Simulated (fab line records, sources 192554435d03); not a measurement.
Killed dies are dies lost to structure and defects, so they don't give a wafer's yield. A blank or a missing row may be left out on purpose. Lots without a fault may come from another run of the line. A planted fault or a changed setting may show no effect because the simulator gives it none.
Chamber matching | flow n5_finfet | N5_DUMMY_GATE_ETCH_36 on rie_diel-05: 4 sister chambers
The step etches SiARC in CF4, target depth 13 nm. 16 wafers are shown with their chamber, then 8 later ones without.

WAFERS WITH THEIR CHAMBER
wafer  | chamber | showerhead_plenum_p_Torr (Torr) | throttle_valve_pct (%) | drypump_motor_current_A (A)
L074.2 | 1       | 2.06                            | 15.69                  | 5.6
L074.3 | 2       | 2.19                            | 15.42                  | 5.1
L074.6 | 2       | 2.19                            | 15.43                  | 5.1
L076.1 | 3       | 2.09                            | 15.28                  | 5.6
L076.3 | 0       | 2.22                            | 15.98                  | 6.0
L076.4 | 1       | 2.06                            | 15.68                  | 5.5
L081.2 | 2       | 2.18                            | 15.44                  | 5.1
L081.3 | 3       | 2.09                            | 15.29                  | 5.6
L081.6 | 0       | 2.22                            | 16.01                  | 6.0
L082.3 | 2       | 2.18                            | 15.45                  | 5.1
L082.4 | 0       | 2.22                            | 15.99                  | 6.0
L082.5 | 2       | 2.18                            | 15.46                  | 5.1
L085.3 | 1       | 2.05                            | 15.73                  | 5.5
L085.4 | 0       | 2.22                            | 16.00                  | 5.9
L085.6 | 1       | 2.05                            | 15.71                  | 5.5
L086.1 | 3       | 2.09                            | 15.33                  | 5.7

SIGNATURES (means of the wafers above)
reading                  | chamber 0 | chamber 1 | chamber 2 | chamber 3 | scatter within a chamber
showerhead_plenum_p_Torr | 2.2200    | 2.0550    | 2.1840    | 2.0900    | 0.00428
throttle_valve_pct       | 15.9950   | 15.7025   | 15.4400   | 15.3000   | 0.0191
drypump_motor_current_A  | 5.975     | 5.525     | 5.100     | 5.633     | 0.0425
Rule: a wafer's distance from a chamber is the root of the sum, over the readings, of the square of ((its reading less the chamber's mean) divided by the reading's scatter). The wafer belongs to the nearest chamber; if the next one is less than 2 further off, it can't be placed. The scatter: the root of (the sum of the squares of (reading less its chamber's mean) over the shown wafers, divided by (wafers less chambers)).

WAFERS WITHOUT THEIR CHAMBER
wafer  | showerhead_plenum_p_Torr (Torr) | throttle_valve_pct (%) | drypump_motor_current_A (A)
L086.3 | 2.05                            | 15.72                  | 5.5
L086.5 | 2.18                            | 15.48                  | 5.1
L094.1 | 2.05                            | 15.73                  | 5.5
L094.4 | 2.05                            | 15.75                  | 5.5
L094.5 | 2.08                            | 15.36                  | 5.7
L096.1 | 2.04                            | 15.75                  | 5.5
L096.5 | 2.17                            | 15.50                  | 5.1
L096.6 | 2.08                            | 15.36                  | 5.7

WHICH CHAMBER EACH WENT THROUGH
wafer  | from the rows above | in truth
L086.3 | 1                   | 1
L086.5 | 2                   | 2
L094.1 | 1                   | 1
L094.4 | 1                   | 1
L094.5 | 3                   | 3
L096.1 | 1                   | 1
L096.5 | 2                   | 2
L096.6 | 3                   | 3
Placed correctly: 8 of 8. Can't be placed from these rows: 0. Placed wrongly: 0.
